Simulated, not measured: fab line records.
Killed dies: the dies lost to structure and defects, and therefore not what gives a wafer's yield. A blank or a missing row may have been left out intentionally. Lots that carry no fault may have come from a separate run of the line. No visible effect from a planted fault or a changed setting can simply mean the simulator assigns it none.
Matching of chambers :: flow n5-finfet :: N5_BEOL_M9_CMP_52 on cmp-02 has 3 sister chambers
The step polishes, stops on SiCOH lowk, t overpolish 7 s, target thk 140 nm. 6 wafers are shown with their chamber, then 6 later ones without.

== WAFERS, EACH WITH ITS CHAMBER ==
wafer: L084.4
chamber: 0
motor-current-A (A): 6.1
time-to-endpoint-s (s): 73

wafer: L084.5
chamber: 2
motor-current-A (A): 5.7
time-to-endpoint-s (s): 66

wafer: L093.1
chamber: 0
motor-current-A (A): 6.4
time-to-endpoint-s (s): 66

wafer: L093.2
chamber: 1
motor-current-A (A): 4.7
time-to-endpoint-s (s): 61

wafer: L093.3
chamber: 2
motor-current-A (A): 5.8
time-to-endpoint-s (s): 61

wafer: L094.2
chamber: 1
motor-current-A (A): 5.0
time-to-endpoint-s (s): 62

== WAFERS WHOSE CHAMBER IS MISSING ==
wafer: L094.4
motor-current-A (A): 5.8
time-to-endpoint-s (s): 62

wafer: L094.5
motor-current-A (A): 5.0
time-to-endpoint-s (s): 63

wafer: L095.3
motor-current-A (A): 6.5
time-to-endpoint-s (s): 61

wafer: L095.4
motor-current-A (A): 5.4
time-to-endpoint-s (s): 59

wafer: L096.2
motor-current-A (A): 4.9
time-to-endpoint-s (s): 66

wafer: L096.6
motor-current-A (A): 5.8
time-to-endpoint-s (s): 69

== THE CHAMBER EACH PASSED THROUGH ==
wafer: L094.4
from the rows above: 2
in truth: 2

wafer: L094.5
from the rows above: 1
in truth: 1

wafer: L095.3
from the rows above: can't be placed: 0 or 2
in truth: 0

wafer: L095.4
from the rows above: can't be placed: 2 or 1
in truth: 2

wafer: L096.2
from the rows above: 1
in truth: 1

wafer: L096.6
from the rows above: can't be placed: 2 or 0
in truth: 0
Correctly placed: 3 of 6. These rows do not allow placing 3 (true chamber among the candidates in 3). Number placed wrongly: 0.
How it was worked out, from the rows above alone: a wafer's distance from a chamber is the root of the sum, over the readings, of the square of ((its reading less the chamber's mean) divided by the reading's scatter). If the next closest chamber is less than 2 further off than the closest, the wafer can't be placed; otherwise it belongs to the closest. A chamber's mean is the mean of its shown wafers. The scatter: take each reading less its chamber's mean, square it, sum over the shown wafers, divide by the number of wafers less the number of chambers, and take the root.
